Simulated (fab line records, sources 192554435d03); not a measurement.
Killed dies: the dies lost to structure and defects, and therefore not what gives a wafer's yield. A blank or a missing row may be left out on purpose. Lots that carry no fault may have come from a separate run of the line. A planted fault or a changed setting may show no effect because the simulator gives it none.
Matching of chambers / flow n5 finfet / N5_BEOL_M3_ILD_DEP_00 on pecvd-02: 3 sister chambers
The step deposits SiOC from DEMS/O2, target thk 79 nm, time 15.3 s. 6 wafers are shown with their chamber, then 7 later ones without.

WAFERS PAIRED WITH THEIR CHAMBERS
wafer=L082.4; chamber=2; throttle valve pct (%)=11.9; heater power w (W)=454
wafer=L082.5; chamber=1; throttle valve pct (%)=12.3; heater power w (W)=480
wafer=L088.3; chamber=1; throttle valve pct (%)=12.2; heater power w (W)=503
wafer=L088.5; chamber=0; throttle valve pct (%)=11.4; heater power w (W)=573
wafer=L093.3; chamber=0; throttle valve pct (%)=11.4; heater power w (W)=508
wafer=L093.4; chamber=2; throttle valve pct (%)=11.5; heater power w (W)=488

WAFERS WHOSE CHAMBER IS MISSING
wafer=L093.6; throttle valve pct (%)=11.8; heater power w (W)=522
wafer=L094.1; throttle valve pct (%)=11.6; heater power w (W)=451
wafer=L094.4; throttle valve pct (%)=12.5; heater power w (W)=462
wafer=L094.5; throttle valve pct (%)=11.2; heater power w (W)=522
wafer=L095.1; throttle valve pct (%)=11.3; heater power w (W)=530
wafer=L095.4; throttle valve pct (%)=11.4; heater power w (W)=510
wafer=L095.6; throttle valve pct (%)=11.3; heater power w (W)=549

CHAMBER TAKEN BY EACH
wafer=L093.6; from the rows above=can't be placed: 2 or 0 or 1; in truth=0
wafer=L094.1; from the rows above=2; in truth=2
wafer=L094.4; from the rows above=1; in truth=1
wafer=L094.5; from the rows above=0; in truth=0
wafer=L095.1; from the rows above=0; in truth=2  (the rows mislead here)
wafer=L095.4; from the rows above=can't be placed: 0 or 2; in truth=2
wafer=L095.6; from the rows above=0; in truth=0
4 of 7 placed correctly. Unplaceable from these rows: 2, with the true chamber sitting among the candidates in 2. Wrongly placed: 1.
How it was worked out, from the rows above alone: a wafer's distance from a chamber is the root of the sum, over the readings, of the square of ((its reading less the chamber's mean) divided by the reading's scatter). The wafer belongs to the nearest chamber; if the next one is less than 2 further off, it can't be placed. A chamber's mean is the mean of its shown wafers. How the scatter is found: for the shown wafers, subtract from each reading the mean of its chamber, square and add these, divide the total by (wafers less chambers), then take the root.
